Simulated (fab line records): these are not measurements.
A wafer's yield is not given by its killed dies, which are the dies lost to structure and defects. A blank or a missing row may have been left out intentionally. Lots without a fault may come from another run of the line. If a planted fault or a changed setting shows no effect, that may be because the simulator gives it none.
The tool behind it: which one? | flow nandHarc | 33 wafers from 11 lots sampled at 5 of the route's 1302 steps

WHAT THE GAUGES SHOWED, per wafer
NHARC_P_GATE_CD_MEAS_59: the cd target is 720 nm.
lot  | measured     | on       | cdNm (nm)
L123 | day 5 17:03  | cdSem-02 | 717.9 720.1 719.9
L125 | day 6 06:49  | cdSem-02 | 717.7 718.3 719.7
L124 | day 6 07:29  | cdSem-03 | 720.4 720.4 719.6
L126 | day 6 18:24  | cdSem-03 | 717.0 718.8 717.1
L127 | day 7 07:46  | cdSem-01 | 721.6 719.4 720.5
L129 | day 8 02:11  | cdSem-01 | 720.4 720.8 720.1
L133 | day 9 16:45  | cdSem-02 | 715.5 714.5 716.8 715.4 714.4 717.4
L142 | day 13 11:59 | cdSem-02 | 720.2 719.7 718.7
L144 | day 14 04:14 | cdSem-01 | 718.6 719.5 719.0
L146 | day 15 02:18 | cdSem-02 | 719.8 722.4 719.9
L145 | day 16 03:56 | cdSem-03 | 721.3 721.5 722.5

EACH LOT AND THE TOOL THAT RAN IT (in order: tool; ch and the chambers of the sampled wafers; start)
lot  | NHARC_P_GATE_ETCH_32            | NHARC_P_GATE_ETCHBACK_37                     | NHARC_P_GATE_DESCUM_48            | NHARC_P_GATE_EXPOSE_56
L123 | rieSi-01 ch 0,3, day 5 03:39    | rieDiel-06 ch 1,2, day 5 15:35 or earlier    | rieDiel-13 ch 0,3, day 5 15:35    | krfScanner-02 ch 0, day 5 16:53
L125 | rieSi-03 ch 0,1,2, day 5 17:50  | rieDiel-08 ch 1,2,3, day 6 05:13 or earlier  | rieDiel-06 ch 1,2, day 6 05:13    | krfScanner-03 ch 0, day 6 06:40
L124 | rieSi-02 ch 1,2, day 5 18:29    | rieDiel-06 ch 0,1,2, day 6 05:53 or earlier  | rieDiel-08 ch 0,1,3, day 6 05:53  | krfScanner-04 ch 0, day 6 07:19
L126 | rieSi-03 ch 0,3, day 6 05:23    | rieDiel-08 ch 1,2,3, day 6 16:47 or earlier  | rieDiel-13 ch 2,3, day 6 16:47    | krfScanner-02 ch 0, day 6 18:14
L127 | rieSi-01 ch 0,3, day 6 16:38    | rieDiel-08 ch 1,3, day 7 06:11 or earlier    | rieDiel-06 ch 0,1, day 7 06:11    | krfScanner-03 ch 0, day 7 07:37
L129 | rieSi-02 ch 0,1,2, day 7 13:24  | rieDiel-06 ch 0,1,2, day 8 00:43 or earlier  | rieDiel-08 ch 1,2,3, day 8 00:43  | krfScanner-02 ch 0, day 8 02:01
L133 | rieSi-02 ch 0,1,2, day 9 03:47  | rieDiel-08 ch 0,3, day 9 15:10 or earlier    | rieDiel-06 ch 0,1,3, day 9 15:10  | krfScanner-04 ch 0, day 9 16:36
L142 | rieSi-02 ch 0,2,3, day 12 23:07 | rieDiel-06 ch 1,2,3, day 13 10:32 or earlier | rieDiel-06 ch 0,1,2, day 13 10:32 | krfScanner-03 ch 0, day 13 11:50
L144 | rieSi-03 ch 1,3, day 13 15:10   | rieDiel-08 ch 1,2, day 14 02:40 or earlier   | rieDiel-08 ch 0,2,3, day 14 02:40 | krfScanner-02 ch 0, day 14 04:05
L146 | rieSi-03 ch 0,2, day 14 12:55   | rieDiel-08 ch 0,3, day 15 00:27 or earlier   | rieDiel-08 ch 0,1,3, day 15 00:27 | krfScanner-03 ch 0, day 15 02:09
L145 | rieSi-03 ch 1,2,3, day 15 13:04 | rieDiel-08 ch 0,1,2, day 16 02:27 or earlier | rieDiel-06 ch 2,3, day 16 02:27   | krfScanner-02 ch 0, day 16 03:47
- NHARC_P_GATE_ETCH_32: etches the open film in HBr/Cl2, target depth 150 nm, time 100.1 s.
- NHARC_P_GATE_ETCHBACK_37: etches the open film in CHF3/O2, target depth 34.5 nm, time 17.2 s.
- NHARC_P_GATE_DESCUM_48: chemistry O2, time 3 s.
- NHARC_P_GATE_EXPOSE_56: exposes mask P PSD, target cd 720 nm.

THE ANSWER, worked out from the rows above alone
Rule: what is usual is taken from the lots themselves. The widest of any qualifying gaps counts: lots, ordered by their means at a reading, are off when they make up no more than a third of the lots, leave a main group of 4 or more, and stand apart from it by 3 or more times the standard deviation of that group's means. Not used: any main group whose means are identical at the precision the tables above print for the reading. A lot without any number at a reading at which 4 lots or more have one is off too. Any other lot the step has rows for is counted as sound.
Across all readings shown, no lot is off: no conclusion can be drawn from this.

WHAT THE SIMULATOR HAD INSERTED
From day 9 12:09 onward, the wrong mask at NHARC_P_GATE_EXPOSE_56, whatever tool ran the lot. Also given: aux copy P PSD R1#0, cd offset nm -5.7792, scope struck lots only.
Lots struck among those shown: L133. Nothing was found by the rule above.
